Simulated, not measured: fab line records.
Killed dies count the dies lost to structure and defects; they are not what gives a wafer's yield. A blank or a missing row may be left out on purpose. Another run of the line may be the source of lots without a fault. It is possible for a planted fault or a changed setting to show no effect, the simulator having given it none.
Which tool was responsible? :: flow n5 finfet :: Sampling: 8 lots, 22 wafers, 4 of 1938 route steps

WHAT EACH GAUGE READ, for each wafer
N5_SD_EPI_N_INSPECT_26: inspects for defects (darkfield).
lot: L539
measured: day 3 04:29
on: defect inspect-01
raw defect count: 252 307 201

lot: L545
measured: day 4 17:52
on: defect inspect-02
raw defect count: 171 275

lot: L547
measured: day 5 08:26
on: defect inspect-02
raw defect count: 791 794 815

lot: L549
measured: day 5 16:29
on: defect inspect-01
raw defect count: 804 714 726

lot: L552
measured: day 6 12:15
on: defect inspect-02
raw defect count: 268 232

lot: L556
measured: day 7 10:32
on: defect inspect-01
raw defect count: 289 241 291

lot: L560
measured: day 8 09:47
on: defect inspect-02
raw defect count: 210 178 172

lot: L562
measured: day 9 03:24
on: defect inspect-02
raw defect count: 187 218 280

EACH LOT AND THE TOOL THAT RAN IT (in order: tool; ch and the chambers of the sampled wafers; start)
lot: L539
N5_SD_EPI_N_ETCHBACK_44: rie diel-06 ch 2,3, day 3 00:49
N5_SD_EPI_N_ETCH_45: rie diel-06 ch 2,3, day 3 00:55
N5_SD_EPI_N_PRECLEAN_48: epi rpcvd-04 ch 0, day 3 01:41

lot: L545
N5_SD_EPI_N_ETCHBACK_44: rie diel-06 ch 0,3, day 4 13:30
N5_SD_EPI_N_ETCH_45: rie diel-06 ch 0,3, day 4 13:36
N5_SD_EPI_N_PRECLEAN_48: epi rpcvd-04 ch 0, day 4 14:29

lot: L547
N5_SD_EPI_N_ETCHBACK_44: rie diel-05 ch 2,3, day 5 04:54
N5_SD_EPI_N_ETCH_45: rie diel-05 ch 2,3, day 5 05:00
N5_SD_EPI_N_PRECLEAN_48: epi rpcvd-04 ch 0, day 5 05:37

lot: L549
N5_SD_EPI_N_ETCHBACK_44: rie diel-05 ch 2,3, day 5 12:54
N5_SD_EPI_N_ETCH_45: rie diel-05 ch 2,3, day 5 13:00
N5_SD_EPI_N_PRECLEAN_48: epi rpcvd-04 ch 0, day 5 13:37

lot: L552
N5_SD_EPI_N_ETCHBACK_44: rie diel-02 ch 1,2, day 6 08:41
N5_SD_EPI_N_ETCH_45: rie diel-02 ch 1,2, day 6 08:47
N5_SD_EPI_N_PRECLEAN_48: epi rpcvd-01 ch 0, day 6 09:30

lot: L556
N5_SD_EPI_N_ETCHBACK_44: rie diel-05 ch 0,1,3, day 7 06:44
N5_SD_EPI_N_ETCH_45: rie diel-05 ch 0,1,3, day 7 06:50
N5_SD_EPI_N_PRECLEAN_48: epi rpcvd-01 ch 0, day 7 07:27

lot: L560
N5_SD_EPI_N_ETCHBACK_44: rie diel-06 ch 0,3, day 8 06:01
N5_SD_EPI_N_ETCH_45: rie diel-06 ch 0,3, day 8 06:07
N5_SD_EPI_N_PRECLEAN_48: epi rpcvd-01 ch 0, day 8 06:58

lot: L562
N5_SD_EPI_N_ETCHBACK_44: rie diel-06 ch 1,2,3, day 8 23:52
N5_SD_EPI_N_ETCH_45: rie diel-06 ch 1,2,3, day 8 23:58
N5_SD_EPI_N_PRECLEAN_48: epi rpcvd-02 ch 0, day 9 00:35
- N5_SD_EPI_N_ETCHBACK_44: etches SiNx in CH3F/O2, stops on SiO2, target depth 14.5 nm.
- N5_SD_EPI_N_ETCH_45: etches SiOCN in CH3F/O2, target depth 6 nm.
- N5_SD_EPI_N_PRECLEAN_48: cleans in NF3:NH3, afs cycles 2, time 20 s, sublimation time 60 s.

THE ANSWER, worked out from the rows above alone
Rule: the lots themselves supply what counts as usual. Put in order of their means at a reading, lots are off if they are a third of the lots or fewer, leave a main group of 4 or more, and stand apart from it by a gap of 3 or more times the standard deviation of the main group's means; of several such gaps the widest counts. If all means in a main group match to the digits the tables above print for the reading, that group is not used. Also off: a lot with no number at a reading for which 4 or more lots have one. All remaining lots with rows at the step are treated as sound.
Off, at N5_SD_EPI_N_INSPECT_26 on raw defect count: L547, L549. The main group has a mean of 236 with a standard deviation of 28.
A tool fits if, at a process step before that reading, it ran every lot that is off, and no sound lot after the first of them. Gauges at N5_SD_EPI_N_INSPECT_26: tried the same way as those tools. One candidate fits, namely epi rpcvd-04 at N5_SD_EPI_N_PRECLEAN_48. Its last sound lot is L545 (day 4 14:29), its first lot that is off L547 (day 5 05:37): a fault that began between those two fits.

WHAT THE SIMULATOR PUT IN
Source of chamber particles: epi rpcvd-04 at N5_SD_EPI_N_PRECLEAN_48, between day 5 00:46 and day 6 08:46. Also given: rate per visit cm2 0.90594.
Struck lots among those shown: L547, L549. The rule above found the same.
